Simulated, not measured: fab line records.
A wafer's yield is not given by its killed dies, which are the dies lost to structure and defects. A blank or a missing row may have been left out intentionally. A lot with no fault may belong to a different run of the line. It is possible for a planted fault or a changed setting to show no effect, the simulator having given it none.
Chamber matching || flow n5_finfet || N5_BEOL_M0_SAQP_ETCH_106 on rie_diel-03: 4 sister chambers
The step etches SOC in N2/H2, stops on SiNx, target depth 150 nm. 16 wafers are shown with their chamber, then 8 later ones without.

## WAFERS PAIRED WITH THEIR CHAMBERS
{"wafer": "L082.1", "chamber": 1, "drypump_motor_current_A (A)": 6.1, "showerhead_plenum_p_Torr (Torr)": 2.66, "throttle_valve_pct (%)": 17.85}
{"wafer": "L082.5", "chamber": 0, "drypump_motor_current_A (A)": 5.1, "showerhead_plenum_p_Torr (Torr)": 2.43, "throttle_valve_pct (%)": 17.63}
{"wafer": "L082.6", "chamber": 3, "drypump_motor_current_A (A)": 6.5, "showerhead_plenum_p_Torr (Torr)": 2.71, "throttle_valve_pct (%)": 17.41}
{"wafer": "L089.2", "chamber": 3, "drypump_motor_current_A (A)": 6.5, "showerhead_plenum_p_Torr (Torr)": 2.70, "throttle_valve_pct (%)": 17.44}
{"wafer": "L089.3", "chamber": 1, "drypump_motor_current_A (A)": 6.1, "showerhead_plenum_p_Torr (Torr)": 2.65, "throttle_valve_pct (%)": 17.86}
{"wafer": "L089.5", "chamber": 3, "drypump_motor_current_A (A)": 6.5, "showerhead_plenum_p_Torr (Torr)": 2.70, "throttle_valve_pct (%)": 17.43}
{"wafer": "L091.2", "chamber": 0, "drypump_motor_current_A (A)": 5.2, "showerhead_plenum_p_Torr (Torr)": 2.43, "throttle_valve_pct (%)": 17.66}
{"wafer": "L091.4", "chamber": 3, "drypump_motor_current_A (A)": 6.5, "showerhead_plenum_p_Torr (Torr)": 2.70, "throttle_valve_pct (%)": 17.44}
{"wafer": "L091.6", "chamber": 0, "drypump_motor_current_A (A)": 5.2, "showerhead_plenum_p_Torr (Torr)": 2.43, "throttle_valve_pct (%)": 17.64}
{"wafer": "L093.1", "chamber": 3, "drypump_motor_current_A (A)": 6.5, "showerhead_plenum_p_Torr (Torr)": 2.70, "throttle_valve_pct (%)": 17.45}
{"wafer": "L093.2", "chamber": 1, "drypump_motor_current_A (A)": 6.1, "showerhead_plenum_p_Torr (Torr)": 2.65, "throttle_valve_pct (%)": 17.90}
{"wafer": "L093.3", "chamber": 0, "drypump_motor_current_A (A)": 5.2, "showerhead_plenum_p_Torr (Torr)": 2.42, "throttle_valve_pct (%)": 17.69}
{"wafer": "L093.4", "chamber": 2, "drypump_motor_current_A (A)": 5.5, "showerhead_plenum_p_Torr (Torr)": 2.52, "throttle_valve_pct (%)": 18.09}
{"wafer": "L093.5", "chamber": 1, "drypump_motor_current_A (A)": 6.1, "showerhead_plenum_p_Torr (Torr)": 2.65, "throttle_valve_pct (%)": 17.87}
{"wafer": "L093.6", "chamber": 0, "drypump_motor_current_A (A)": 5.1, "showerhead_plenum_p_Torr (Torr)": 2.42, "throttle_valve_pct (%)": 17.67}
{"wafer": "L096.1", "chamber": 0, "drypump_motor_current_A (A)": 5.1, "showerhead_plenum_p_Torr (Torr)": 2.42, "throttle_valve_pct (%)": 17.66}

SIGNATURES, as means of the wafers listed above
{"reading": "drypump_motor_current_A", "chamber 0": 5.150, "chamber 1": 6.100, "chamber 2": 5.500, "chamber 3": 6.500, "scatter within a chamber": 0.0354}
{"reading": "showerhead_plenum_p_Torr", "chamber 0": 2.4250, "chamber 1": 2.6525, "chamber 2": 2.5200, "chamber 3": 2.7020, "scatter within a chamber": 0.00504}
{"reading": "throttle_valve_pct", "chamber 0": 17.6583, "chamber 1": 17.8700, "chamber 2": 18.0900, "chamber 3": 17.4340, "scatter within a chamber": 0.0196}
Rule: a wafer lies at a distance from a chamber equal to the root of the sum of squares, over the readings, of (its reading less the chamber's mean, divided by the reading's scatter). If the next closest chamber is less than 2 further off than the closest, the wafer can't be placed; otherwise it belongs to the closest. The scatter: take each reading less its chamber's mean, square it, sum over the shown wafers, divide by the number of wafers less the number of chambers, and take the root.

## WAFERS MISSING THEIR CHAMBER
{"wafer": "L096.2", "drypump_motor_current_A (A)": 5.5, "showerhead_plenum_p_Torr (Torr)": 2.51, "throttle_valve_pct (%)": 18.10}
{"wafer": "L096.3", "drypump_motor_current_A (A)": 6.4, "showerhead_plenum_p_Torr (Torr)": 2.70, "throttle_valve_pct (%)": 17.46}
{"wafer": "L096.4", "drypump_motor_current_A (A)": 6.1, "showerhead_plenum_p_Torr (Torr)": 2.65, "throttle_valve_pct (%)": 17.89}
{"wafer": "L096.5", "drypump_motor_current_A (A)": 5.1, "showerhead_plenum_p_Torr (Torr)": 2.42, "throttle_valve_pct (%)": 17.67}
{"wafer": "L096.6", "drypump_motor_current_A (A)": 6.1, "showerhead_plenum_p_Torr (Torr)": 2.65, "throttle_valve_pct (%)": 17.90}
{"wafer": "L097.2", "drypump_motor_current_A (A)": 6.1, "showerhead_plenum_p_Torr (Torr)": 2.65, "throttle_valve_pct (%)": 17.88}
{"wafer": "L097.3", "drypump_motor_current_A (A)": 5.1, "showerhead_plenum_p_Torr (Torr)": 2.42, "throttle_valve_pct (%)": 17.69}
{"wafer": "L097.4", "drypump_motor_current_A (A)": 5.5, "showerhead_plenum_p_Torr (Torr)": 2.51, "throttle_valve_pct (%)": 18.09}

## WHICH CHAMBER EACH WENT THROUGH
{"wafer": "L096.2", "from the rows above": 2, "in truth": 2}
{"wafer": "L096.3", "from the rows above": 3, "in truth": 3}
{"wafer": "L096.4", "from the rows above": 1, "in truth": 1}
{"wafer": "L096.5", "from the rows above": 0, "in truth": 0}
{"wafer": "L096.6", "from the rows above": 1, "in truth": 1}
{"wafer": "L097.2", "from the rows above": 1, "in truth": 1}
{"wafer": "L097.3", "from the rows above": 0, "in truth": 0}
{"wafer": "L097.4", "from the rows above": 2, "in truth": 2}
Correctly placed: 8 of 8. Left unplaced by these rows: 0. Placed wrongly: 0.
